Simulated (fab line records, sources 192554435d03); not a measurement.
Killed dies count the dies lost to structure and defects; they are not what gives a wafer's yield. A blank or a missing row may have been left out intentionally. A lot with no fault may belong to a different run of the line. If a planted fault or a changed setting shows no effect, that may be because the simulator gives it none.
fab line records | flow n5-finfet
record lots=5 wafers=14 last-day=17
route steps=1938 shown DUMMY_GATE@225 BEOL_M4@1111 PASSIVATION@1936
lots that met no fault: taken from a fault-free run of the same line
start-h: the number of hours between the record's first day and the start of the first shown wafer of the lot | wait-h: time in hours since the lot's previous step | " identical to the entry in the row above | L1.1+2: several wafers, shown together as one row | - value missing, or start not given | * or withheld: withheld | < > ~ a bound
route shown NAME@n: names a module that has steps shown in the file, with the first one's number in the route | usual: the fault-free wafers' mean and standard deviation | same: alike in all rows | chamber/n: place in a boat | sites: the reading at each site | _std_site: how widely they spread, as a standard deviation | _edge_site: inner sites' mean taken away from outer sites' mean | radius-mm: for every site, how far away it sits from the centre of the wafer | mask NAME#n: copy n | behind: tool/chamber where the wafer was last shaped | hold: the reason the lot was held/the length of the hold in hours/how it ended | device: the n, p or np transistor that did not switch | end of line: tests run on the same wafers once the route is complete | a step without rows: its recipe alone | killed: count of dies lost to structure and defects at first sort (not the wafer's yield) | map: shows each die of a wafer: x if killed, . if not, _ if none is there
set.NAME: the setting as run; set.NAME@STEP: as run at that earlier step | model.NAME: the simulator's own value behind a step, which no gauge read
lots seen at some steps along the route; tables by step, rows by wafer
services: a tool's chamber out of use, with start hour (start-h, from the record's first day; less than 0 if before it), hours out, and reason
## steps
# step N5_DUMMY_GATE_COAT_09
# recipe resist=CAR-EUV spin-rpm=1500 resist-thk-nm=30
# step N5_DUMMY_GATE_EBR_11
# recipe solvent=PGMEA ebr-width-mm=1.5
# step N5_DUMMY_GATE_SOFTBAKE_10
# recipe temp-c=110 time-s=60 resist=CAR-EUV
# step N5_DUMMY_GATE_EXPOSE_12
# recipe mask-id=GATE na=0.33 source-shape=annular sigma-inner=0.2 sigma-outer=0.6 polarization=unpolarized target-cd-nm=25 dose-mj=34
# step N5_DUMMY_GATE_PEB_13
# recipe peb-temp-c=100 peb-time-s=60 resist=CAR-EUV
# step N5_DUMMY_GATE_DEVELOP_14
# recipe develop-time-s=30 developer=TMAH resist=CAR-EUV rinse-liquid=surfactant-rinse dry=air-spin dev-temp-c=23
# step N5_DUMMY_GATE_CD_MEAS_15
# recipe target-cd-nm=25.8 landing-energy-ev=500 detector=se-inlens
# usual cd-nm=24.99/0.28
# same landing-energy-ev=500
# columns lot.wafer tool chamber start-h wait-h cd-nm
L176.3 cd-sem-02 0 60.06 - 25.09
L176.4 " 0 " " 24.99
L176.6 " 0 " " 24.90
L184.1 cd-sem-01 0 105.92 - 25.01
L184.3 " 0 " " 25.34
L188.3 cd-sem-01 0 130.99 - 25.19
L188.5 " 0 " " 25.30
L188.6 " 0 " " 25.10
L189.1 cd-sem-01 0 136.05 - 24.73
L189.3 " 0 " " 24.80
L189.6 " 0 " " 24.63
L196.1 cd-sem-02 0 178.61 - 25.19
L196.4 " 0 " " 25.00
L196.5 " 0 " " 24.79
# step N5_DUMMY_GATE_OVL_MEAS_16
# recipe points-per-wafer=522
# usual GATE_OVL=0.2/0.61
# columns lot.wafer tool chamber start-h wait-h GATE_OVL[nm]
L176.3 overlay-02 0 60.11 0.0 -0.1
L176.4 " 0 " " -0.9
L176.6 " 0 " " -1.1
L184.1 overlay-02 0 105.96 0.0 1.1
L184.3 " 0 " " 0.2
L188.3 overlay-01 0 131.04 0.0 -0.3
L188.5 " 0 " " -0.4
L188.6 " 0 " " -0.3
L189.1 overlay-02 0 136.09 0.0 0.4
L189.3 " 0 " " 0.8
L189.6 " 0 " " -0.5
L196.1 overlay-01 0 178.65 0.0 -0.8
L196.4 " 0 " " 0.2
L196.5 " 0 " " -0.2
# step N5_DUMMY_GATE_INSPECT_17
# recipe mode=adi inspect-instrument=brightfield
# usual raw-defect-count=211/59
# columns lot.wafer tool chamber start-h wait-h raw-defect-count
L176.3 defect-inspect-01 - 60.16 0.0 196
L176.4 " - " " 128
L176.6 " - " " 99
L184.1 defect-inspect-02 - 106.01 0.1 465
L184.3 " - " " 312
L188.3 defect-inspect-01 - 131.09 0.0 213
L188.5 " - " " 235
L188.6 " - " " 187
L189.1 defect-inspect-02 - 136.14 0.1 173
L189.3 " - " " 193
L189.6 " - " " 166
L196.1 defect-inspect-01 - 178.71 0.1 228
L196.4 " - " " 235
L196.5 " - " " 269
# step N5_DUMMY_GATE_DESCUM_20
# recipe chemistry=O2 time-s=6.2 source-power-w=50 bias-power-w=20 pressure-mtorr=20 rf-frequency-hz=2.712e+07 temp-c=40 resist=CAR-EUV o2-flow-sccm=225
# usual bias-power-w=19.99/0.064 drypump-motor-current-A=5.8/0.45 oes-product-au=0.77/0.086 rf-vpp-V=243.1/1.7 showerhead-plenum-p-Torr=2.09/0.094 throttle-valve-pct=20.4/0.3
# columns lot.wafer tool chamber start-h wait-h bias-power-w drypump-motor-current-A oes-product-au rf-hours-counter-h rf-vpp-V showerhead-plenum-p-Torr throttle-valve-pct
L176.3 rie-diel-02 3 60.19 0.0 20.02 6.2 0.74 179 242.1 2.01 20.6
L176.4 " 3 " " 20.02 6.2 0.74 - 240.6 2.01 20.6
L176.6 " 0 " " 19.92 5.8 0.75 - 244.2 2.20 20.5
L184.1 rie-diel-02 1 106.06 0.0 20.14 5.8 0.92 8 244.9 2.24 20.0
L184.3 " 0 " " 19.91 5.8 0.73 167 244.0 2.19 20.5
L188.3 rie-diel-06 0 131.12 0.0 19.97 6.8 0.71 175 245.8 2.18 20.6
L188.5 " 3 " " 19.88 5.7 0.94 - 241.8 2.07 20.4
L188.6 " 0 " " 19.94 6.8 0.71 - 244.4 2.18 20.6
L189.1 rie-diel-06 3 136.18 0.0 19.93 5.7 0.95 15 242.5 2.07 20.4
L189.3 " 0 " " 20.01 6.8 0.72 177 244.9 2.18 20.6
L189.6 " 0 " " 19.98 6.8 0.71 - 243.4 2.18 20.6
L196.1 rie-diel-01 1 178.84 0.1 19.93 5.5 0.74 185 243.8 2.20 20.9
L196.4 " 2 " " 20.01 5.4 0.72 211 241.9 1.96 20.2
L196.5 " 1 " " 19.94 5.5 0.73 - 242.8 2.20 20.9
# step N5_DUMMY_GATE_ETCH_29
# recipe chemistry=N2/H2 target=underlayer target-depth-a=130 ion-energy-ev=200 pressure-mtorr=30 source-w=840 bias-w=150 n2-flow-sccm=200 h2-flow-sccm=200
# step N5_DUMMY_GATE_ETCH_36
# recipe chemistry=CF4 target=SiARC target-depth-a=130 pressure-mtorr=40 source-w=545 bias-w=36 Ar_flow_sccm=100 cf4-flow-sccm=100 ion-energy-ev=80
# step N5_DUMMY_GATE_ETCH_37
# recipe chemistry=N2/H2 target=SOC target-depth-a=600 overetch-a=300 temp-c=40 ion-energy-ev=200 pressure-mtorr=30 source-w=840 bias-w=150 n2-flow-sccm=200 h2-flow-sccm=200
# usual drypump-motor-current-A=5.8/0.45 oes-product-au=0.62/0.069 rf-vpp-V=523.8/2.9 showerhead-plenum-p-Torr=2.54/0.1 throttle-valve-pct=17.79/0.25
# columns lot.wafer tool chamber start-h wait-h drypump-motor-current-A oes-product-au rf-hours-counter-h rf-vpp-V showerhead-plenum-p-Torr throttle-valve-pct model.SiARC_of_DUMMY_GATE_COAT_35.thk-nm
L176.3 rie-diel-02 3 60.33 0.0 6.2 0.58 179 520.4 2.44 18.02 5
L176.4 " 3 " " 6.2 0.57 - 521.0 2.44 18.03 5
L176.6 " 0 " " 5.8 0.58 - 525.4 2.65 17.78 5.4
L184.1 rie-diel-02 1 106.21 0.0 5.8 0.76 8 527.9 2.72 17.37 1.8
L184.3 " 0 " " 5.8 0.58 167 527.8 2.64 17.83 2.4
L188.3 rie-diel-06 0 131.26 0.0 6.8 0.58 175 525.8 2.64 17.85 5.4
L188.5 " 3 " " 5.8 0.74 - 522.2 2.49 17.63 5.4
L188.6 " 0 " " 6.8 0.58 - 525.7 2.64 17.85 5.4
L189.1 rie-diel-06 3 136.32 0.0 5.8 0.74 15 522.7 2.49 17.63 5.4
L189.3 " 0 " " 6.8 0.58 177 525.2 2.64 17.85 5.6
L189.6 " 0 " " 6.8 0.57 - 526.2 2.64 17.87 5.4
L196.1 rie-diel-01 1 178.99 0.0 5.5 0.59 185 526.1 2.63 18.02 5
L196.4 " 2 " " 5.4 0.57 211 520.0 2.40 17.81 4.8
L196.5 " 1 " " 5.5 0.58 - 525.9 2.63 18.02 5
# step N5_DUMMY_GATE_STRIP_38
# recipe chemistry=N2/H2 temp-c=40 n2-flow-sccm=200 h2-flow-sccm=200 rf-frequency-hz=6e+07
# step N5_DUMMY_GATE_STRIP_39
# recipe chemistry=N2/H2 temp-c=40 n2-flow-sccm=200 h2-flow-sccm=200 rf-frequency-hz=6e+07
# step N5_DUMMY_GATE_TRIM_49
# recipe chemistry=O2 resist=SOC time-s=29 target-cd-nm=14 source-power-w=300 bias-power-w=0 O2_flow_sccm=100 temp-c=20
# usual drypump-motor-current-A=5.5/0.49 oes-product-au=1.000/0.018 throttle-valve-pct=8.06/0.18
# same bias-power-w=0
# columns lot.wafer tool chamber start-h wait-h drypump-motor-current-A oes-product-au rf-hours-counter-h throttle-valve-pct model.DUMMY_GATE.cd-nm
L176.3 rie-si-01 2 60.41 0.0 5.9 0.983 111 7.98 14.8
L176.4 " 3 " " 6.7 1.021 195 8.40 13.8
L176.6 " 3 " " 6.7 1.023 - 8.43 13.8
L184.1 rie-si-01 0 106.29 0.0 5.6 1.013 87 8.05 12.4
L184.3 " 3 " " 6.7 1.015 196 8.42 13.2
L188.3 rie-si-05 0 131.35 0.0 5.9 1.016 81 8.09 14.8
L188.5 " 0 " " 6.0 1.005 - 8.08 15.4
L188.6 " 1 " " 5.0 1.001 - 7.81 14.6
L189.1 rie-si-02 1 136.40 0.0 4.9 1.009 57 8.34 14.2
L189.3 " 0 " " 5.3 1.025 18 8.02 13.6
L189.6 " 2 " " 5.3 0.988 - 7.97 13.8
L196.1 rie-si-02 2 179.07 0.0 5.3 0.990 114 7.96 14.4
L196.4 " 3 " " 5.3 0.986 84 7.81 13.6
L196.5 " 2 " " 5.3 0.999 - 7.98 14.2
# step N5_DUMMY_GATE_STRIP_40
# recipe chemistry=CF4 resist=SiARC power-w=300 bias-power-w=75 pressure-mtorr=50 cf4-flow-sccm=150 rf-frequency-hz=6e+07
# usual bias-power-w=74.97/0.21 drypump-motor-current-A=5.8/0.43 oes-product-au=0.77/0.091 rf-vpp-V=271.1/1.7 showerhead-plenum-p-Torr=1.78/0.059 throttle-valve-pct=13.54/0.29
# columns lot.wafer tool chamber start-h wait-h bias-power-w drypump-motor-current-A oes-product-au rf-hours-counter-h rf-vpp-V showerhead-plenum-p-Torr throttle-valve-pct
L176.3 rie-diel-01 0 60.51 0.1 74.74 5.7 0.66 246 273.8 1.81 13.47
L176.4 " 2 " " 74.99 5.5 0.74 172 269.6 1.73 13.58
L176.6 " 0 " " 75.01 5.6 0.65 - 273.3 1.81 13.47
L184.1 rie-diel-01 0 106.38 0.1 75.04 5.6 0.95 4 272.5 1.81 12.90
L184.3 " 2 " " 75.30 5.4 0.73 187 268.8 1.73 13.58
L188.3 rie-diel-01 0 131.44 0.1 75.30 5.6 0.92 11 272.6 1.81 12.92
L188.5 " 0 " " 74.89 5.7 0.92 - 271.2 1.81 12.91
L188.6 " 1 " " 74.81 5.5 0.74 - 274.3 1.86 13.76
L189.1 rie-diel-01 2 136.52 0.1 74.77 5.4 0.73 195 268.5 1.73 13.64
L189.3 " 1 " " 74.97 5.5 0.74 170 271.9 1.86 13.76
L189.6 " 0 " " 75.02 5.6 0.92 - 271.9 1.81 12.92
L196.1 rie-diel-02 0 179.26 0.1 75.16 5.8 0.70 186 273.3 1.84 13.60
L196.4 " 2 " " 74.88 5.1 0.80 - 273.1 1.80 13.53
L196.5 " 0 " " 75.37 5.8 0.70 - 272.5 1.84 13.58
# step N5_DUMMY_GATE_CD_MEAS_50
# recipe target-cd-nm=14
# usual cd-nm=14.2/0.52
# columns lot.wafer tool chamber start-h wait-h cd-nm
L176.3 cd-sem-02 - 60.57 0.0 14.9
L176.4 " - " " 13.8
L176.6 " - " " 14.1
L184.1 cd-sem-03 - 106.43 0.0 12.6
L184.3 " - " " 13.3
L188.3 cd-sem-01 - 131.50 0.0 14.9
L188.5 " - " " 15.2
L188.6 " - " " 14.4
L189.1 cd-sem-01 - 136.57 0.0 14.2
L189.3 " - " " 13.4
L189.6 " - " " 13.6
L196.1 cd-sem-02 - 179.31 0.0 14.5
L196.4 " - " " 13.8
L196.5 " - " " 14.3
# step N5_DUMMY_GATE_ETCH_31
# recipe chemistry=C4F6/O2 target=SiO2 mask-material=SOC target-depth-a=825 time-s=27.5 ion-energy-ev=250 pressure-mtorr=30 source-w=345 bias-w=185 Ar_flow_sccm=300 C4F6_flow_sccm=10 O2_flow_sccm=10
# usual drypump-motor-current-A=5.8/0.44 oes-product-au=0.77/0.093 rf-vpp-V=668/15 showerhead-plenum-p-Torr=2.83/0.1 throttle-valve-pct=21.09/0.24
# columns lot.wafer tool chamber start-h wait-h drypump-motor-current-A oes-product-au rf-hours-counter-h rf-vpp-V showerhead-plenum-p-Torr throttle-valve-pct
L176.3 rie-diel-01 1 60.62 0.0 5.5 0.76 147 656 2.95 21.27
L176.4 " 2 " " 5.4 0.75 172 691 2.73 21.10
L176.6 " 0 " " 5.7 0.67 - 674 2.93 21.01
L184.1 rie-diel-01 2 106.48 0.0 5.4 0.74 187 690 2.72 21.11
L184.3 " 3 " " 6.0 0.67 208 663 2.69 20.91
L188.3 rie-diel-01 3 131.54 0.0 6.0 0.66 214 664 2.69 20.95
L188.5 " 1 " " 5.5 0.73 - 656 2.94 21.28
L188.6 " 0 " " 5.7 0.93 - 673 2.92 20.65
L189.1 rie-diel-01 0 136.64 0.1 5.7 0.92 13 673 2.92 20.64
L189.3 " 1 " " 5.5 0.75 170 656 2.94 21.29
L189.6 " 1 " " 5.5 0.74 - 657 2.94 21.27
L196.1 rie-diel-01 3 179.41 0.1 6.0 0.66 231 662 2.68 20.96
L196.4 " 2 " " 5.4 0.73 211 692 2.71 21.14
L196.5 " 3 " " 6.0 0.67 - 664 2.68 20.98
# step N5_DUMMY_GATE_STRIP_41
# recipe chemistry=O2 power-w=400 temp-c=40 pressure-mtorr=30 rf-frequency-hz=6e+07 bias-power-w=0 overash-fraction=0.3 o2-flow-sccm=225
# step N5_DUMMY_GATE_HM_OPEN_21
# recipe chemistry=CH3F/O2 target=SiNx target-depth-a=1200 Ar_flow_sccm=150 CH3F_flow_sccm=30 O2_flow_sccm=23 time-s=171.4 pressure-mtorr=30 source-w=395 bias-w=73 ion-energy-ev=120.7
# usual drypump-motor-current-A=5.8/0.45 oes-product-au=0.77/0.093 rf-vpp-V=300/6.4 showerhead-plenum-p-Torr=2.01/0.077 throttle-valve-pct=16.40/0.24
# columns lot.wafer tool chamber start-h wait-h drypump-motor-current-A oes-product-au rf-hours-counter-h rf-vpp-V showerhead-plenum-p-Torr throttle-valve-pct
L176.3 rie-diel-01 1 60.71 0.0 5.5 0.76 147 295 2.10 16.55
L176.4 " 2 " " 5.4 0.75 172 311 1.93 16.38
L176.6 " 0 " " 5.7 0.67 - 302 2.08 16.39
L184.1 rie-diel-01 2 106.57 0.0 5.4 0.73 187 309 1.92 16.40
L184.3 " 3 " " 6.0 0.67 208 300 1.90 16.36
L188.3 rie-diel-01 3 131.63 0.0 6.1 0.67 214 298 1.90 16.37
L188.5 " 1 " " 5.5 0.74 - 295 2.09 16.60
L188.6 " 0 " " 5.6 0.93 - 301 2.07 15.93
L189.1 rie-diel-01 0 136.73 0.0 5.6 0.93 13 302 2.07 15.92
L189.3 " 1 " " 5.5 0.74 170 295 2.09 16.61
L189.6 " 1 " " 5.5 0.74 - 297 2.09 16.58
L196.1 rie-diel-01 3 179.50 0.0 6.1 0.65 231 298 1.90 16.41
L196.4 " 2 " " 5.4 0.72 211 310 1.92 16.44
L196.5 " 3 " " 6.0 0.66 - 299 1.90 16.39
# step N5_DUMMY_GATE_ETCH_32
# recipe chemistry=CF4 target=SiO2 target-depth-a=35 time-s=3.9 ion-energy-ev=350 pressure-mtorr=10 icp-w=800 bias-w=400 cf4-flow-sccm=80
# step N5_DUMMY_GATE_ETCH_23
# recipe chemistry=HBr/Cl2/O2 HBr_flow_sccm=150 Cl2_flow_sccm=80 O2_flow_sccm=12 bias-w=102 target-depth-a=410 time-s=22.3 target=poly-Si mask-material=SiO2 pressure-mtorr=10 icp-w=800
# usual drypump-motor-current-A=5.6/0.5 oes-product-au=0.998/0.024 throttle-valve-pct=37.1/0.46
# columns lot.wafer tool chamber start-h wait-h drypump-motor-current-A oes-product-au rf-hours-counter-h throttle-valve-pct
L176.3 rie-si-05 1 60.90 0.0 5.1 0.975 88 36.4
L176.4 " 1 " " 5.1 0.977 - 36.4
L176.6 " 0 " " 5.9 0.998 - 37.7
L184.1 rie-si-05 0 106.76 0.0 5.9 0.994 81 37.7
L184.3 " 1 " " 5.0 0.978 89 36.3
L188.3 rie-si-05 2 131.82 0.0 5.2 0.963 102 36.7
L188.5 " 3 " " 6.4 0.997 - 37.2
L188.6 " 2 " " 5.2 0.967 - 36.7
L189.1 rie-si-05 2 136.92 0.0 5.2 0.962 102 36.7
L189.3 " 1 " " 5.1 0.969 90 36.4
L189.6 " 3 " " 6.4 0.987 - 37.2
L196.1 rie-si-01 3 179.69 0.0 6.7 1.053 1 36.9
L196.4 " 1 " " 5.6 0.998 160 37.3
L196.5 " 1 " " 5.6 0.984 - 37.3
# step N5_DUMMY_GATE_ETCH_44
# recipe chemistry=HBr/O2 over-etch-frac=0.7 target-depth-a=1275 stop-on=SiO2 ion-energy-ev=60 bias-w=20 target=poly-Si mask-material=SiO2 pressure-mtorr=20 icp-w=400 HBr_flow_sccm=120 O2_flow_sccm=10
# step N5_DUMMY_GATE_CD_MEAS_24
# recipe target-cd-nm=15
# usual cd-nm=15.2/0.54
# columns lot.wafer tool chamber start-h wait-h cd-nm
L176.3 cd-sem-03 - 61.07 0.1 16.2
L176.4 " - " " 15.3
L176.6 " - " " 15.3
L184.1 cd-sem-02 - 106.93 0.1 13.6
L184.3 " - " " 14.2
L188.3 cd-sem-01 - 131.99 0.1 15.2
L188.5 " - " " 16.5
L188.6 " - " " 14.9
L189.1 cd-sem-01 - 137.09 0.1 15.1
L189.3 " - " " 15.0
L189.6 " - " " 14.7
L196.1 cd-sem-02 - 179.86 0.1 15.1
L196.4 " - " " 14.6
L196.5 " - " " 15.8
# step N5_DUMMY_GATE_ETCH_42
# recipe chemistry=CHF3/O2 target=SiO2 target-depth-a=35 time-s=31 ion-energy-ev=30 bias-w=12 pressure-mtorr=30 source-w=600 Ar_flow_sccm=200 CHF3_flow_sccm=50 O2_flow_sccm=5
# usual drypump-motor-current-A=5.9/0.46 oes-product-au=0.77/0.087 rf-vpp-V=42.1/1.1 showerhead-plenum-p-Torr=2.40/0.086 throttle-valve-pct=18.77/0.22
# columns lot.wafer tool chamber start-h wait-h drypump-motor-current-A oes-product-au rf-hours-counter-h rf-vpp-V showerhead-plenum-p-Torr throttle-valve-pct model.DUMMY_GATE.cd-nm
L176.3 rie-diel-01 0 61.11 0.0 5.7 0.66 246 43.1 2.49 18.73 16.2
L176.4 " 2 " " 5.4 0.75 172 44.1 2.31 18.70 15
L176.6 " 3 " " 6.0 0.69 - 41.4 2.28 18.63 15.2
L184.1 rie-diel-01 3 106.98 0.0 6.0 0.67 208 41.2 2.28 18.66 13.6
L184.3 " 0 " " 5.6 0.97 4 43.8 2.48 18.30 14.4
L188.3 rie-diel-02 1 132.04 0.0 5.7 0.90 16 44.1 2.56 18.29 15.6
L188.5 " 1 " " 5.7 0.90 - 43.6 2.56 18.28 16.4
L188.6 " 2 " " 5.1 0.80 - 41.2 2.45 18.84 15.6
L189.1 rie-diel-02 0 137.36 0.3 5.8 0.71 176 42.4 2.47 18.67 15.2
L189.3 " 2 " " 5.1 0.80 73 41.2 2.45 18.85 15
L189.6 " 2 " " 5.1 0.80 - 40.3 2.45 18.86 15
L196.1 rie-diel-02 0 179.90 0.0 5.8 0.69 186 41.6 2.47 18.69 15.2
L196.4 " 2 " " 5.0 0.80 - 40.5 2.44 18.87 15
L196.5 " 3 " " 6.2 0.70 - 41.9 2.31 19.09 15.6
# step N5_DUMMY_GATE_STRIP_48
# recipe chemistry=N2/H2 time-s=20 power-w=100 temp-c=40 pressure-mtorr=100 rf-frequency-hz=6e+07 bias-power-w=3 n2-flow-sccm=300 h2-flow-sccm=300
# step N5_BEOL_M4_RC_MEAS_101
# usual DIBL_N=35.0/2.4 DIBL_P=35.4/2.8 IOFF_N=0.14/0.045 IOFF_P=0.20/0.048 ION_N=667/19 ION_P=460/11 SS_N=71.2/0.71 SS_P=73.1/0.86 VT_N=252/4.6 VT_P=-251/3.4
# columns lot.wafer tool chamber start-h wait-h DIBL_N[mV/V] DIBL_P[mV/V] IOFF_N[nA/um] IOFF_P[nA/um] ION_N[uA/um] ION_P[uA/um] SS_N[mV/dec] SS_P[mV/dec] VT_N[mV] VT_P[mV]
L176.3 prober-01 0 176.29 0.3 31.1 30.4 0.10 0.16 666 468 69.7 72.3 254 -251
L176.4 " 0 " " 36.8 37.2 0.19 0.26 697 485 71.6 74.0 248 -245
L176.6 " 0 " " 37.6 37.5 0.20 0.26 686 474 71.5 73.4 244 -245
L184.1 prober-02 0 226.65 0.0 40.3 42.3 0.25 0.29 708 475 73.3 75.4 244 -245
L184.3 " 0 " " 38.4 38.0 0.18 0.22 666 454 72.3 74.1 249 -247
L188.3 prober-01 0 256.69 0.3 35.2 35.2 0.13 0.18 679 466 70.7 72.3 251 -252
L188.5 " 0 " " 32.5 32.6 0.11 0.15 666 463 70.6 72.1 254 -255
L188.6 " 0 " " 34.5 34.6 0.13 0.17 671 465 70.3 72.3 252 -256
L189.1 prober-02 0 258.96 0.0 38.1 37.4 0.20 0.21 696 471 71.4 73.4 246 -251
L189.3 " 0 " " 37.3 36.2 0.16 0.20 662 454 71.0 73.3 251 -250
L189.6 " 0 " " 36.2 34.7 0.14 0.17 652 446 71.0 73.1 254 -253
L196.1 prober-02 0 302.25 0.0 30.8 33.0 0.10 0.14 656 461 70.8 72.5 255 -255
L196.4 " 0 " " 34.7 37.7 0.15 0.20 674 461 71.4 73.3 248 -251
L196.5 " 0 " " 31.4 33.8 0.11 0.16 672 471 70.4 73.0 253 -255
# step N5_PASSIVATION_PROBE_49
# usual defect-limited-yield=91.7/1.4 killed_at_M0_to_M3=32/9.7 killed_at_M4_up=14/5.5 killed-at-contacts=13/6.1 killed-at-front-end=35/10 killed-at-other=4.2/2.9 killed-dies=98/17 killed-open=63/12 killed-short=32/7.7 sort_bin_5_function=4.8/0.9 sort_bin_6_memory=3.1/0.63 sort-n-pass=1073/41 sort-yield-pct=91/3.5
# same gross-dies=1180 killed-at-back-side=0 sort_bin_4_leakage[%]=0 sort_bin_8_speed[%]=0
# columns lot.wafer tool chamber start-h wait-h defect-limited-yield[%] killed_at_M0_to_M3 killed_at_M4_up killed-at-contacts killed-at-front-end killed-at-other killed-dies killed-open killed-short sort_bin_5_function[%] sort_bin_6_memory[%] sort-n-pass sort-yield-pct[%]
L184.1 prober-02 - 319.71 0.0 83.5 57 14 5 118 1 195 73 27 8.8 6.9 985 83
L184.3 prober-02 - 319.81 0.1 92.6 36 7 12 29 3 87 53 33 4.2 2.6 1093 93
L189.1 prober-01 - 371.14 0.0 93.8 26 12 17 16 2 73 45 26 3.4 2.5 1107 94
L189.3 prober-01 - 371.24 0.1 93.6 18 10 14 32 1 75 52 23 3.6 2.5 1105 94
L189.6 prober-01 - 371.39 0.3 92.5 28 15 22 21 2 88 64 23 4.3 2.9 1092 93
L188.6 prober-02 - 373.87 0.3 90.9 39 15 14 36 3 107 65 42 5.1 3.6 1073 91
L196.1 prober-01 - 414.77 0.0 90.9 32 20 21 31 3 107 70 32 5.2 3.6 1073 91
L196.4 prober-01 - 414.92 0.2 90.8 33 14 13 43 5 108 71 33 5.3 3.7 1072 91
L196.5 prober-01 - 414.97 0.2 88.4 53 12 27 41 4 137 85 46 6.5 4.7 1043 88
# killed by level:class
L184.1 DUMMY_GATE:worn-mask=93 BEOL_M3:geometric-particle:open=19 BEOL_M1:geometric-particle:open=13 BEOL_M4:geometric-particle:open=10 STI_FIN_REVEAL:geometric-particle:open=8 BEOL_M1:geometric-particle:short=6 MOL_CONTACT_COAG:geometric-particle:open=5 BEOL_M2:geometric-particle:open=5
L184.3 MOL_CONTACT_COAG:geometric-particle:open=8 BEOL_M0_SAQP:geometric-particle:short=6 BEOL_M1:geometric-particle:open=6 BEOL_M2:geometric-particle:open=6 BEOL_M3:geometric-particle:short=6 DUMMY_GATE:geometric-particle:open=5 GATE_CUT:geometric-particle:open=5 STI_FIN_REVEAL:geometric-particle:open=4
L189.1 MOL_CONTACT_COAG:geometric-particle:open=13 BEOL_M0_SAQP:geometric-particle:short=11 BEOL_M0_SAQP:geometric-particle:open=5 STI_FIN_REVEAL:geometric-particle:open=4 MOL_CONTACT_COAG:geometric-particle:short=4 BEOL_M3:geometric-particle:open=4 BEOL_M8:geometric-particle:open=3 STARTING-WAFER:geometric-particle:open=3
L189.3 MOL_CONTACT_COAG:geometric-particle:open=12 DUMMY_GATE:geometric-particle:open=7 FIN_SAQP:geometric-particle:open=5 BEOL_M0_SAQP:geometric-particle:short=5 STI_FIN_REVEAL:geometric-particle:open=4 DUMMY_GATE:geometric-particle:short=4 BEOL_M0_SAQP:geometric-particle:open=4 BEOL_M2:geometric-particle:open=4
L189.6 MOL_CONTACT_COAG:geometric-particle:open=17 BEOL_M2:geometric-particle:open=10 DUMMY_GATE:geometric-particle:open=7 BEOL_M4:geometric-particle:open=7 MOL_CONTACT_COAG:geometric-particle:short=5 BEOL_M0_SAQP:geometric-particle:short=5 BEOL_M5:geometric-particle:open=4 FIN_SAQP:geometric-particle:short=3
L188.6 MOL_CONTACT_COAG:geometric-particle:open=12 STI_FIN_REVEAL:geometric-particle:open=10 BEOL_M3:geometric-particle:short=10 BEOL_M3:geometric-particle:open=8 BEOL_M1:geometric-particle:short=6 BEOL_M4:geometric-particle:open=6 BEOL_M1:geometric-particle:open=5 GATE_CUT:geometric-particle:short=4
L196.1 MOL_CONTACT_COAG:geometric-particle:open=18 BEOL_M3:geometric-particle:open=10 BEOL_M0_SAQP:geometric-particle:short=7 BEOL_M4:geometric-particle:open=5 STI_FIN_REVEAL:geometric-particle:open=4 ILD0:geometric-particle:open=4 BEOL_M2:geometric-particle:open=4 BEOL_M5:geometric-particle:open=4
L196.4 MOL_CONTACT_COAG:geometric-particle:open=12 FIN_SAQP:geometric-particle:open=10 FIN_SAQP:geometric-particle:short=7 DUMMY_GATE:geometric-particle:open=6 BEOL_M1:geometric-particle:short=6 BEOL_M2:geometric-particle:open=6 STI_FIN_REVEAL:geometric-particle:open=5 GATE_CUT:geometric-particle:open=5
L196.5 MOL_CONTACT_COAG:geometric-particle:open=20 BEOL_M0_SAQP:geometric-particle:open=12 GATE_CUT:geometric-particle:short=11 BEOL_M0_SAQP:geometric-particle:short=11 BEOL_M3:geometric-particle:open=11 MOL_CONTACT_COAG:geometric-particle:short=7 BEOL_M1:geometric-particle:open=6 BEOL_M2:geometric-particle:open=6
## services
# columns tool chamber start-h hours kind
rie-diel-06 1 52.70 - clean
rie-diel-06 1 52.70 - consumable-replace:focus-ring
rie-diel-06 1 52.70 20.2 scheduled-down
rie-diel-06 1 52.70 20.2 vent-cycle
rie-si-05 - 53.48 0.2 repair
rie-diel-02 1 53.65 - clean
rie-diel-02 1 53.65 - consumable-replace:focus-ring
rie-diel-02 1 53.65 - consumable-replace:showerhead
rie-diel-02 1 53.65 24.2 scheduled-down
rie-diel-02 1 53.65 24.2 vent-cycle
rie-si-05 2 59.38 10.6 repair
rie-si-05 0 71.49 5.6 repair
rie-diel-06 3 72.91 - clean
rie-diel-06 3 72.91 - consumable-replace:focus-ring
rie-diel-01 0 75.93 - clean
rie-diel-01 0 75.93 - consumable-replace:focus-ring
rie-diel-01 0 75.93 18.9 scheduled-down
rie-diel-01 0 75.93 18.9 vent-cycle
rie-diel-02 2 80.85 8.0 repair
rie-si-05 0 99.49 5.9 repair
rie-diel-02 3 134.23 1.3 repair
rie-si-02 - 140.59 2.8 pm
rie-diel-02 - 147.33 14.6 pm
rie-diel-02 1 176.33 5.3 repair
## key
first-sign none at tools or gauges
model-effect step=N5_DUMMY_GATE_ETCH_37 value=SiARC_of_DUMMY_GATE_COAT_35.thk-nm without=5.1 struck=2.1
model-effect step=N5_DUMMY_GATE_TRIM_49 value=DUMMY_GATE.cd-nm without=14.3 struck=12.8
model-effect step=N5_DUMMY_GATE_ETCH_42 value=DUMMY_GATE.cd-nm without=15.4 struck=14
more-kills-born-at N5_DUMMY_GATE_ETCH_37@rie-diel-02=94
met-at N5_DUMMY_GATE_ETCH_37
struck-wafers L184.1,L184.3
onset-between 60.33 106.21
also-fits N5_DUMMY_GATE_DESCUM_20:rie-diel-02
fault kind=process-parameter-drift tool=rie-diel-02 chamber=- onset-h=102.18 steps=N5_DUMMY_GATE_ETCH_37 channel=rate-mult offset=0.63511 shape=step end-h=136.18 scope=struck-wafers-only
